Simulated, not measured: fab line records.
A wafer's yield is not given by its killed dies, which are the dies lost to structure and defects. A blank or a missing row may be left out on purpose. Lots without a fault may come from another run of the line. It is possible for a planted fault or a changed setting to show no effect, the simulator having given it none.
Matching of chambers / flow n5_finfet / uv_cure-03 running N5_BEOL_M9_CURE_71: 3 sister chambers
The step cures SiCOH lowk, time 240 s. 3 wafers are shown with their chamber, then 12 later ones without.

## WAFERS PAIRED WITH THEIR CHAMBERS
wafer=L077.4 chamber=0 wafer_temp_C_max=387.0
wafer=L082.6 chamber=2 wafer_temp_C_max=387.7
wafer=L085.6 chamber=1 wafer_temp_C_max=386.2

## WAFERS WITHOUT THEIR CHAMBER
wafer=L088.1 wafer_temp_C_max=386.2
wafer=L088.2 wafer_temp_C_max=386.0
wafer=L088.4 wafer_temp_C_max=386.6
wafer=L091.1 wafer_temp_C_max=385.9
wafer=L091.2 wafer_temp_C_max=386.5
wafer=L091.3 wafer_temp_C_max=386.5
wafer=L092.4 wafer_temp_C_max=387.1
wafer=L092.5 wafer_temp_C_max=387.0
wafer=L092.6 wafer_temp_C_max=387.7
wafer=L096.1 wafer_temp_C_max=386.8
wafer=L096.2 wafer_temp_C_max=386.7
wafer=L096.3 wafer_temp_C_max=387.4

## WHICH CHAMBER EACH ONE RAN IN
wafer=L088.1; from the rows above=1; in truth=1
wafer=L088.2; from the rows above=1; in truth=1
wafer=L088.4; from the rows above=can't be placed: 0 or 1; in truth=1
wafer=L091.1; from the rows above=1; in truth=1
wafer=L091.2; from the rows above=can't be placed: 1 or 0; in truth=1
wafer=L091.3; from the rows above=can't be placed: 1 or 0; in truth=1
wafer=L092.4; from the rows above=0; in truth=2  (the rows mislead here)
wafer=L092.5; from the rows above=0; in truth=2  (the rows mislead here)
wafer=L092.6; from the rows above=2; in truth=2
wafer=L096.1; from the rows above=can't be placed: 0 or 1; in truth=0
wafer=L096.2; from the rows above=can't be placed: 0 or 1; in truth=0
wafer=L096.3; from the rows above=can't be placed: 2 or 0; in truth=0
Correctly placed: 4 of 12. From these rows, 6 cannot be placed; in 6 the true chamber is one of the candidates. Number placed wrongly: 2.
How it was worked out, from the rows above alone: a wafer's distance from a chamber is the root of the sum, over the readings, of the square of ((its reading less the chamber's mean) divided by the reading's scatter). The wafer belongs to the nearest chamber; if the next one is less than 2 further off, it can't be placed. A chamber's mean is the mean of its shown wafers. The scatter: root of mean squared gap, hidden wafer to nearest shown wafer, with one shown wafer a chamber.
